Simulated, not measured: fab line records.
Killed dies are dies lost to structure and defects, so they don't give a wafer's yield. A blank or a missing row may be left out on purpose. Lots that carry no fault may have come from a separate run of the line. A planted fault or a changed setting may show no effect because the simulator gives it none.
A lot that was struck, set against a sound lot ; flow n5 finfet ; 36 steps out of a route of 1938
Sound: these wafers, L362.2, L362.3, L362.5. Wafers L376.3, L376.4, L376.5 were the ones struck. Last of all comes the cause.
Per side, at each step with rows, come the tool, then ch with its chambers, and then its first start. Under that, the readings that differ: sound wafers ; struck wafers ; difference of the means ; sigmas: that difference in standard deviations of wafers without a fault.
alike: a reading whose means differ by less than 2 such deviations, as well as words and numbers matching on both sides. not compared: withheld readings; readings where some wafer has no value; bounds like >300 that might hide an equal value; numbers whose values overlap and for which the record gives no deviation.
Wherever a step has rows on one side only, a row that says differs or no value, or a row with sigmas, the two part there. Non-overlapping numbers with no deviation appear without sigmas and do not part them. Lack of a reading on every wafer of one side parts them only where that side has two or more wafers.

first, 11 steps without rows for these wafers: N5_MOL_CONTACT_COAG_ETCH_91 (etches SOC in N2/H2, target depth 60 nm, overetch 21 nm, time 101.2 s); N5_MOL_CONTACT_COAG_STRIP_92 (strips in N2/H2); N5_MOL_CONTACT_COAG_STRIP_93 (strips in N2/H2); N5_MOL_CONTACT_COAG_ETCHBACK_135 (etches SiO2 in CHF3, target depth 25 nm, time 16.7 s); N5_MOL_CONTACT_COAG_STRIP_118 (strips in CHF3); N5_MOL_CONTACT_COAG_VIA_ETCH_46 (etches SiO2 in C4F6/O2, target depth 46 nm, overetch 9.2 nm, time 40 s); N5_MOL_CONTACT_COAG_STRIP_96 (strips in N2/H2); N5_MOL_CONTACT_COAG_ETCH_47 (etches SiNx in CH3F/O2, stops on W, target depth 27 nm); N5_MOL_CONTACT_COAG_STRIP_119 (strips in N2/H2, time 30 s); N5_MOL_CONTACT_COAG_PRECLEAN_144 (cleans in alkaline clean, time 60 s); N5_MOL_CONTACT_COAG_SRD_145 (time 30 s).
N5_MOL_CONTACT_COAG_COAT_62: time 60 s, resist thk 60 nm.
  sound on litho track-01 ch 0, day 5 10:46; struck on litho track-01 ch 0, day 9 01:40
reading;sound;struck;difference;sigmas
spin speed rpm (rpm);1499.9 1501.5 1499.5;1448.2 1448.6 1448.0;-52.0;-57
model.SOC_of_MOL_CONTACT_COAG_COAT_62.thk nm (nm);60 60.2 60;61.2 61.4 61.2;+1.2;
  alike: exhaust pa
then, 13 steps without rows for these wafers: N5_MOL_CONTACT_COAG_COAT_63 (time 60 s, resist thk 10 nm); N5_MOL_CONTACT_COAG_COAT_64 (time 60 s, resist thk 10 nm); N5_MOL_CONTACT_COAG_COAT_34 (resist thk 40 nm); N5_MOL_CONTACT_COAG_EBR_36; N5_MOL_CONTACT_COAG_SOFTBAKE_35 (time 60 s); N5_MOL_CONTACT_COAG_EXPOSE_37 (exposes mask VD, defocus 0 nm); N5_MOL_CONTACT_COAG_PEB_38 (peb time 60 s); N5_MOL_CONTACT_COAG_DEVELOP_39 (develop time 30 s); N5_MOL_CONTACT_COAG_DESCUM_45 (chemistry O2, time 7 s); N5_MOL_CONTACT_COAG_ETCH_65 (etches underlayer in N2/H2, target depth 13 nm, time 10.4 s); N5_MOL_CONTACT_COAG_ETCH_66 (etches SiARC in CF4, target depth 13 nm, time 21.7 s); N5_MOL_CONTACT_COAG_ALD_133 (deposits SiO2, target thk 5 nm, pulse time 1 s, co reactant pulse time 1 s); N5_MOL_CONTACT_COAG_ETCHBACK_134 (etches SiO2 in CHF3, target depth 10 nm, time 6.7 s).
N5_MOL_CONTACT_COAG_ETCH_67: etches SOC in N2/H2, target depth 60 nm, overetch 21 nm, time 101.2 s.
  sound on rie diel-05 ch 1,2,3, day 5 11:49; struck on rie diel-05 ch 0,1,3, day 9 02:26
reading;sound;struck;difference;sigmas
model.etch.depth nm (nm);59.95 60.17 60.04;61.25 61.3 61.3;+1.23;
  alike: drypump motor current A, oes product au, rf vpp V, showerhead plenum p Torr, throttle valve pct
  not compared: rf hours counter h
then, 6 steps without rows for these wafers: N5_MOL_CONTACT_COAG_STRIP_68 (strips in N2/H2); N5_MOL_CONTACT_COAG_STRIP_69 (strips in N2/H2); N5_MOL_CONTACT_COAG_ETCHBACK_136 (etches SiO2 in CHF3, target depth 25 nm, time 16.7 s); N5_MOL_CONTACT_COAG_STRIP_120 (strips in CHF3); N5_MOL_CONTACT_COAG_VIA_ETCH_117 (etches SiO2 in C4F6/O2, target depth 40 nm, overetch 8 nm, time 26 s); N5_MOL_CONTACT_COAG_ETCH_124 (etches SiNx in CH3F/O2, stops on SiOC, target depth 6.5 nm).
N5_MOL_CONTACT_COAG_ETCH_48: etches SiOC in C4F6/O2, target depth 15 nm, overetch 4.5 nm, time 17 s.
  sound on rie diel-05 ch 1,2,3, day 5 12:01; struck on rie diel-05 ch 0,1,3, day 9 02:37
reading;sound;struck;difference;sigmas
model.SOC_of_MOL_CONTACT_COAG_COAT_62.thk nm (nm);46.2 46.2 45.8;47.6 47.2 46.6;+1.1;
  alike: drypump motor current A, oes_f_703_au, oes product au, rf vpp V, showerhead plenum p Torr, throttle valve pct
  not compared: rf hours counter h
then, 1 step without rows for these wafers: N5_MOL_CONTACT_COAG_STRIP_72 (strips in N2/H2).
-- the record jumps here: 2 days lie between the struck wafers' starts before and after (it left off in module MOL_CONTACT_COAG and takes up again in module BEOL_M4, whose first step shown is number 1111 of the route) --
N5_BEOL_M4_RC_MEAS_101:
  sound on prober-02 ch 0, day 8 01:31; struck on prober-01 ch 0, day 11 09:24
reading;sound;struck;difference;sigmas
ION_P (uA/um);467 468 462;441 447 442;-22;-3
SS_N (mV/dec);71.3 72.4 72.3;70.5 71.5 70.5;-1.2;-2
VT_P (mV);-249 -247 -247;-258 -258 -261;-11;-3
  alike: DIBL_N, DIBL_P, IOFF_N, IOFF_P, ION_N, SS_P, VT_N
-- record jumps: 4 days separate the struck wafers' starts on either side; left off in module BEOL_M4, taken up again in module PASSIVATION, whose first shown step is the route's number 1936 --
N5_PASSIVATION_PROBE_49:
  struck on prober-02, day 15 16:48; sound on prober-01, day 12 05:56
  alike: defect limited yield, killed_at_M0_to_M3, killed_at_M4_up, killed at contacts, killed at front end, killed at other, killed dies, killed open, killed short, sort_bin_5_function, sort_bin_6_memory, sort_bin_8_speed, sort n pass, sort yield pct

## WHERE THEY PART
At N5_MOL_CONTACT_COAG_COAT_62 first; at N5_BEOL_M4_RC_MEAS_101 last (within this record only). Later steps at which nothing parts them and some readings are alike: N5_PASSIVATION_PROBE_49.

WHY: whatever the simulator had introduced
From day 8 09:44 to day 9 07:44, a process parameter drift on litho track-01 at N5_MOL_CONTACT_COAG_COAT_62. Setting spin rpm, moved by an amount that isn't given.
